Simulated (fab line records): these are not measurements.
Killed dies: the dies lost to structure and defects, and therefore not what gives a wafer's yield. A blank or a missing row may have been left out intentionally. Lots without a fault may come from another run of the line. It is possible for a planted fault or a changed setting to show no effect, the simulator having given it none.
Lot-split experiment	flow n5_finfet	on a route of 1938 steps: 7 lots, 21 wafers read

## THE SPLIT ITSELF
At N5_WELL_APT_COAT_02 (resist thk 950 nm), the setting spin_rpm was moved away from the recipe's 1357 rpm on 6 of the 21 wafers read, by -10.8% to +4.6%. This setting was run at the recipe's value on the other wafers.

Reading taken at the split's own step.

## THE READING
coat_of_WELL_APT_COAT_02.thk_nm (the simulator's own value, which no gauge read), in nm, at N5_WELL_APT_COAT_02 (resist thk 950 nm). The file gives no usual value for it. Average 950.8 nm, standard deviation 2 nm, over the 15 wafers here run with the recipe.

wafer	tool, chamber at the split	spin_rpm as run, rpm	against the recipe	coat_of_WELL_APT_COAT_02.thk_nm, nm	against lot-mates on the recipe
L074.3	litho_track-01, 0	1292	-4.8%	975.9	+25.8
L074.4	litho_track-01, 0	1357	recipe	949.4	-
L074.6	litho_track-01, 0	1357	recipe	950.9	-
L082.3	litho_track-04, 0	1357	recipe	952.5	-
L082.4	litho_track-04, 0	1357	recipe	951.6	-
L082.5	litho_track-04, 0	1357	recipe	954.7	-
L084.2	litho_track-04, 0	1357	recipe	950.4	-
L084.5	litho_track-04, 0	1357	recipe	949.7	-
L084.6	litho_track-04, 0	1357	recipe	948.1	-
L087.2	litho_track-04, 0	1357	recipe	948.5	-
L087.3	litho_track-04, 0	1237	-8.8%	995.4	+47.4
L087.4	litho_track-04, 0	1357	recipe	947.6	-
L089.3	litho_track-02, 0	1357	recipe	950.5	-
L089.4	litho_track-02, 0	1402	+3.3%	934.1	-15.8
L089.6	litho_track-02, 0	1357	recipe	949.3	-
L096.1	litho_track-01, 0	1210	-10.8%	1008	+55.5
L096.2	litho_track-01, 0	1210	-10.8%	1012	+59.5
L096.6	litho_track-01, 0	1357	recipe	952.5	-
L097.4	litho_track-02, 0	1420	+4.6%	928.7	-24.5
L097.5	litho_track-02, 0	1357	recipe	953.1	-
L097.6	litho_track-02, 0	1357	recipe	953.4	-

FIT RESULTS
A straight line over all 21 wafers: coat_of_WELL_APT_COAT_02.thk_nm changes by -5.29 nm for each +1% of spin_rpm; r = -1.00; the points scatter about the line by 2.1 nm.
The same after taking each lot's own level away (the mean of its wafers on the recipe; 21 wafers): -5.29 nm for each +1%; r = -1.00; scatter 1.1 nm.
Per that fit: largest spin_rpm move, reading shift of 57 nm.
From 948.05 to 953.25 nm: that is the span of the lots' own levels, equal to 2.6 times the standard deviation above.
The two slopes are in agreement: the lot-to-lot level therefore moves the slope only a little.
Check: for one of the wafers moved furthest among these (-10.8%), held out of the fit, the line's prediction against its lot-mates is +58.4 nm. Against them it came out at +55.5 nm.

## FILE'S OWN FIT
coat_of_WELL_APT_COAT_02.thk_nm changes by -5.3 nm for each +1% of spin_rpm, r = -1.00.
